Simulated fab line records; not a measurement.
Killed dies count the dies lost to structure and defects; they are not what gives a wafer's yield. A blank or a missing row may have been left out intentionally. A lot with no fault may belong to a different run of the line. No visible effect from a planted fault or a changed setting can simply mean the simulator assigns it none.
fab line records | flow nand-harc
[record] lots = 7 wafers = 21 last-day = 30
route steps=1302 shown P_M1@315 P_M2@318
lots with no fault: from the same line, run without faults
start-h: start of the lot's first displayed wafer, in hours after the record's first day | wait-h: hours since the lot's step before | " identical to the entry in the row above | L1.1+2: one row covering several wafers at once | - either no value or no given start | * or withheld: withheld | < > ~ a bound
route shown NAME@n: a module of which the file shows steps, and the number in the route of the first | usual: the fault-free wafers' mean and standard deviation | same: alike in all rows | chamber/n: place in a boat | sites: readings site by site | _std_site: the values' standard deviation | _edge_site: mean of outer sites minus mean of inner sites | radius-mm: how far each site lies from the wafer's centre | mask NAME#n: copy n | behind: the tool/chamber that last shaped the wafer | hold: what put the lot on hold/how long, in hours/how the hold closed | device: the n, p or np transistor that did not switch | end of line: the same wafers' tests at the end of the route | step lacking rows: just its recipe | killed: dies lost to structure and defects at the first sort, not the wafer's yield | map: per-die view of a wafer (x killed, . not killed, _ where there is no die)
set.NAME: the run value of the setting; set.NAME@STEP: its run value at that earlier step | model.NAME: the simulator's own value behind a step, which no gauge read
lots at some steps of the route; a table a step, a row a wafer
services: when a tool's chamber went out of use (start-h, in hours from the record's first day, below 0 if earlier), for how many hours, and the reason
[[steps]]
[step NHARC_P_M1_INSPECT_27]
[usual] raw-defect-count = 331/120
// columns lot.wafer tool chamber start-h wait-h raw-defect-count
L893.2 defect-inspect-01 - 159.84 0.0 313
L893.3 " - " " 324
L893.5 " - " " 349
L894.1 defect-inspect-02 - 162.87 0.0 331
L894.5 " - " " 243
L894.6 " - " " 259
L902.2 defect-inspect-02 - 245.56 0.0 244
L902.3 " - " " 422
L902.4 " - " " 252
L904.1 defect-inspect-02 - 275.52 0.0 582
L904.3 " - " " 258
L904.5 " - " " 361
L905.1 defect-inspect-02 - 276.21 0.0 386
L905.4 " - " " 237
L905.5 " - " " 304
L906.2 defect-inspect-02 - 294.73 0.0 369
L906.3 " - " " 420
L906.6 " - " " 482
L907.1 defect-inspect-02 - 298.74 0.0 378
L907.5 " - " " 405
L907.6 " - " " 348
[step NHARC_P_M1_PRE_CLEAN_32]
[recipe] time-s = 12 temp-c = 370 rf-power-w = 300 gas = NH3
[usual] heater-power-w = 605/83
// columns lot.wafer tool chamber start-h wait-h heater-power-w
L893.2 pecvd-02 2 159.90 0.1 603
L893.3 " 0 " " 679
L893.5 " 1 " " 602
L894.1 pecvd-02 1 162.96 0.1 603
L894.5 " 2 " " 537
L894.6 " 0 " " 649
L902.3 pecvd-02 1 245.62 0.1 643
L902.2 " 0 " " 762
L902.4 " 0 " " 735
L904.3 pecvd-02 0 275.58 0.1 714
L904.1 " 1 " " 605
L904.5 " 1 " " 604
L905.1 pecvd-02 1 276.68 0.5 562
L905.4 " 0 " " 630
L905.5 " 1 " " 571
L906.3 pecvd-02 2 294.80 0.1 660
L906.2 " 0 " " 757
L906.6 " 0 " " 772
L907.1 pecvd-04 2 298.83 0.1 594
L907.5 " 0 " " 495
L907.6 " 2 " " 606
[step NHARC_P_M1_DEP_33]
[recipe] target-thk-a = 300 temp-c = 370 target-thk-nm = 30 pressure-torr = 3 flow-sccm = 200 rf-w = 450 material = SiCN
[usual] heater-power-w = 557/88
// columns lot.wafer tool chamber start-h wait-h heater-power-w
L893.2 pecvd-02 2 159.98 0.1 598
L893.3 " 0 " " 587
L893.5 " 1 " " 514
L894.1 pecvd-02 1 163.10 0.1 516
L894.5 " 2 " " 616
L894.6 " 0 " " 562
L902.3 pecvd-02 1 245.70 0.1 510
L902.2 " 0 " " 716
L902.4 " 0 " " 699
L904.3 pecvd-02 0 275.66 0.1 704
L904.1 " 1 " " 480
L904.5 " 1 " " 496
L905.1 pecvd-02 1 276.81 0.1 565
L905.4 " 0 " " 565
L905.5 " 1 " " 565
L906.3 pecvd-02 2 294.88 0.1 491
L906.2 " 0 " " 706
L906.6 " 0 " " 726
L907.1 pecvd-04 2 298.97 0.1 530
L907.5 " 0 " " 484
L907.6 " 2 " " 550
[step NHARC_P_M2_DEP_00]
[recipe] target-thk-a = 1825 target-thk-nm = 182.5 temp-c = withheld pressure-torr = 5 flow-sccm = 200 rf-w = 600 material = SiOC
[step NHARC_P_M2_DEHYDRATE_01]
[recipe] temp-c = 150 time-s = 120
[step NHARC_P_M2_HMDS_02]
[recipe] time-s = 30
[step NHARC_P_M2_COAT_34]
[recipe] temp-c = 200 time-s = 65
[step NHARC_P_M2_COAT_03]
[recipe] spin-rpm = 1500 resist-thk-nm = 90
[step NHARC_P_M2_SOFTBAKE_04]
[recipe] temp-c = 105 time-s = 55
[step NHARC_P_M2_EBR_05]
[step NHARC_P_M2_EXPOSE_06]
[recipe] na = 1.35 target-cd-nm = 170 dose-mj = 80.78 mask-id = P_M2
[step NHARC_P_M2_PEB_07]
[recipe] peb-temp-c = 100 peb-time-s = 65
[usual] chill-plate-temp-C = 23.01/0.1 exhaust-pa = 44.9/0.96
// columns lot.wafer tool chamber start-h wait-h chill-plate-temp-C exhaust-pa
L893.2 litho-track-04 0 161.00 0.1 22.95 45.0
L893.3 " 0 " " 23.17 45.0
L893.5 " 0 " " 23.00 46.5
L894.1 litho-track-06 0 164.19 0.1 23.12 45.0
L894.5 " 0 " " 23.08 46.4
L894.6 " 0 " " 23.17 44.5
L902.2 litho-track-06 0 246.87 0.1 23.13 45.6
L902.3 " 0 " " 23.01 46.0
L902.4 " 0 " " 22.99 46.0
L904.1 litho-track-06 - 276.83 0.1 - -
L904.3 " - " " - -
L904.5 " - " " - -
L905.1 litho-track-06 - 277.89 0.1 - -
L905.4 " - " " - -
L905.5 " - " " - -
L906.2 litho-track-01 - 295.89 0.1 - -
L906.3 " - " " - -
L906.6 " - " " - -
L907.1 litho-track-06 0 300.05 0.1 22.95 46.9
L907.5 " 0 " " 23.26 46.7
L907.6 " 0 " " 23.12 47.7
[step NHARC_P_M2_DEVELOP_08]
[recipe] develop-time-s = 35 dev-temp-c = 23
[[services]]
// columns tool chamber start-h hours kind
litho-track-01 - 155.00 7.0 pm
litho-track-01 - 175.40 - consumable-replace:filter
litho-track-06 - 179.00 7.0 pm
litho-track-04 - 203.00 7.0 pm
pecvd-02 - 227.14 13.0 pm
pecvd-02 0 227.14 13.0 vent-cycle
pecvd-02 1 227.14 13.0 vent-cycle
pecvd-02 2 227.14 13.0 vent-cycle
pecvd-02 0 240.14 - clean
pecvd-02 1 240.14 - clean
pecvd-02 2 240.14 - clean
pecvd-04 - 269.27 13.0 pm
pecvd-04 0 269.27 13.0 vent-cycle
pecvd-04 1 269.27 13.0 vent-cycle
pecvd-04 2 269.27 13.0 vent-cycle
pecvd-04 0 282.27 - clean
pecvd-04 1 282.27 - clean
pecvd-04 2 282.27 - clean
[[key]]
[first-sign] step = NHARC_P_M2_PEB_07 reading = tool-record direction = missing
effect none on later readings
met-at NHARC_P_M2_PEB_07
struck-wafers L904.1,L904.3,L904.5,L905.1,L905.4,L905.5,L906.2,L906.3,L906.6
later-rows-left-out L904.1,L904.3,L904.5,L905.1,L905.4,L905.5,L906.2,L906.3,L906.6
sort-left-out L904.1,L904.3,L904.5,L905.1,L905.4,L905.5,L906.2,L906.3,L906.6
onset-between 246.87 276.83
[fault] kind = skipped-step-whole tool = litho-track-01,litho-track-06 chamber = - onset-h = 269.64 steps = NHARC_P_M2_PEB_07 scope = struck-lots-only
// sort-left-out: the simulated sort isn't trusted on such a fault, so these wafers' sort isn't shown, and their yield isn't known
// later-rows-left-out: the simulator's readings of these wafers behind a module that went badly wrong aren't trusted and aren't shown, but for the sort
